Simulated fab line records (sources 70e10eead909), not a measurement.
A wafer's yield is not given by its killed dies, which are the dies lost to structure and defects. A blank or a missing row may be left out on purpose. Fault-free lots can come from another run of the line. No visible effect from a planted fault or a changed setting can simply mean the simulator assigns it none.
A lot that was struck, set against a sound lot || flow nand-harc || 24 out of 1159 route steps
Sound: wafers L395.1, L395.2, L395.5. Wafers L400.1, L400.3, L400.5 were the ones struck. At the end, the cause is stated.
Per side, at each step with rows, come the tool, then ch with its chambers, and then its first start. Under that, the readings that differ: sound wafers || struck wafers || difference of the means || sigmas: that difference in standard deviations of wafers without a fault.
alike: same words and numbers on both sides, and readings whose means sit less than 2 such deviations apart. not compared: any withheld reading, any reading some wafer has no value for, any bound like >300 that may hide the same value, and any number with overlapping values for which the record gives no deviation.
The two part at a step that has a row with sigmas, a row that says differs or no value, or rows on one side only. Numbers that don't overlap but have no deviation are shown without sigmas and don't part them. A reading that every wafer of one side lacks parts them only if that side has two wafers or more.

NHARC_P_M1_INSPECT_27:
  sound on defect-inspect-02, day 6 23:59; struck on defect-inspect-01, day 8 10:22
  alike: raw-defect-count
NHARC_P_M1_PRE_CLEAN_32: time 12 s.
  sound on pecvd-01 ch 0,1,2, day 7 00:13; struck on pecvd-03 ch 0,2, day 8 10:27
  alike: heater-power-w
NHARC_P_M1_DEP_33: deposits SiCN, target thk 30 nm.
  sound on pecvd-01 ch 0,1,2, day 7 00:18; struck on pecvd-03 ch 0,2, day 8 10:34
  alike: heater-power-w
then, 8 steps without rows for these wafers: NHARC_P_M2_DEP_00 (deposits SiOC, target thk 182.5 nm); NHARC_P_M2_DEHYDRATE_01 (time 120 s); NHARC_P_M2_HMDS_02 (time 30 s); NHARC_P_M2_COAT_34 (time 65 s); NHARC_P_M2_COAT_03 (resist thk 90 nm); NHARC_P_M2_SOFTBAKE_04 (time 55 s); NHARC_P_M2_EBR_05; NHARC_P_M2_EXPOSE_06 (exposes mask P M2, target cd 170 nm).
NHARC_P_M2_PEB_07: peb time 65 s.
  sound on litho-track-01 ch 0, day 7 01:27; struck on litho-track-06 ch 0, day 8 11:32
{"reading": "heater-power-total-W (W)", "sound": "156.5 156.6 157.0", "struck": "164.6 164.7 164.9", "difference": "+8.0", "sigmas": "+19"}
  alike: chill-plate-temp-C
then, 1 step without rows for these wafers: NHARC_P_M2_DEVELOP_08 (develop time 35 s).
NHARC_P_M2_CD_MEAS_09 targets a cd of 170 nm.
  sound on cd-sem-02 ch 0, day 7 01:32; struck on cd-sem-01 ch 0, day 8 11:37
{"reading": "cd-nm (nm)", "sound": "171.0 169.4 169.4", "struck": "165.7 166.6 166.2", "difference": -3.8, "sigmas": -4}
NHARC_P_M2_OVL_MEAS_10: pitch 340 nm.
  sound on overlay-02, day 7 01:37; struck on overlay-02, day 8 11:42
  alike: overlay-x-nm, overlay-y-nm
NHARC_P_M2_INSPECT_11:
  sound on defect-inspect-02, day 7 01:39; struck on defect-inspect-02, day 8 11:44
  alike: raw-defect-count
NHARC_P_M2_DESCUM_14: chemistry O2, time 3 s.
  sound on rie-diel-12 ch 1,3, day 7 01:43; struck on rie-diel-05 ch 0,2, day 8 11:49
{"reading": "model.P_M2.cd-nm (nm)", "sound": "171.3 169.4 169.6", "struck": "166.5 166.4 166.8", "difference": -3.5, "sigmas": ""}
  alike: drypump-motor-current-A, o2-flow-sccm, oes-product-au, rf-vpp-V, showerhead-plenum-p-Torr, throttle-valve-pct
  not compared: rf-hours-counter-h
NHARC_P_M2_ETCH_35: etches the open film in N2/H2, target depth 40 nm, overetch 12 nm, time 43.94 s.
  sound on rie-diel-12 ch 0,1, day 7 01:48; struck on rie-diel-05 ch 0,2, day 8 11:55
  alike: drypump-motor-current-A, oes-product-au, rf-vpp-V, showerhead-plenum-p-Torr, throttle-valve-pct
  not compared: rf-hours-counter-h
NHARC_P_M2_ETCH_15: etches the open film in C4F8/Ar, target depth 182.5 nm, time 91.2 s.
  sound on rie-diel-12 ch 0,2; struck on rie-diel-05 ch 0,3
  alike: oes-product-au, rf-vpp-V
  not compared: rf-hours-counter-h
NHARC_P_M2_CD_MEAS_16:
  sound on cd-sem-01, day 7 02:01; struck on cd-sem-01, day 8 12:10
{"reading": "cd-nm (nm)", "sound": "170.8 169.3 169.1", "struck": "166.7 166.4 166.9", "difference": -3.1, "sigmas": -3}
NHARC_P_M2_STRIP_18: strips in N2/H2.
  sound on rie-diel-05 ch 2,3, day 7 02:05; struck on rie-diel-03 ch 2,3, day 8 12:14
  alike: drypump-motor-current-A, oes-product-au, rf-vpp-V, showerhead-plenum-p-Torr, throttle-valve-pct
  not compared: rf-hours-counter-h
NHARC_P_M2_ETCH_28: etches the open film in CF4/N2, target depth 30 nm, time 72.99 s.
  sound on rie-diel-05 ch 0,2,3; struck on rie-diel-03 ch 0,2,3
{"reading": "model.P_M2.cd-nm (nm)", "sound": "171.4 170.7 170.7", "struck": "167.1 167.9 168.3", "difference": -3.2, "sigmas": ""}
  alike: drypump-motor-current-A, oes-product-au, rf-vpp-V, showerhead-plenum-p-Torr, throttle-valve-pct
  not compared: rf-hours-counter-h
then, 1 step without rows for these wafers: NHARC_P_M2_STRIP_19 (strips in post etch residue remover, time 600 s).
-- break in the record here, with 13 days between the starts of the struck wafers on either side (left off in module P_M2, picked up again in module END, where the first step shown is number 1159 on the route) --
NHARC_END_SORT_01:
  only the struck wafers appear in the record here, on prober-01 ch 0 at day 21 14:12; the sound ones have no rows

## WHERE THEY PART
Earliest at NHARC_P_M2_PEB_07; latest, in this record, at NHARC_END_SORT_01.

WHY: whatever the simulator had introduced
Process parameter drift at NHARC_P_M2_PEB_07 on litho-track-06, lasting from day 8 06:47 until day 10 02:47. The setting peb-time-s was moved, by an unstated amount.
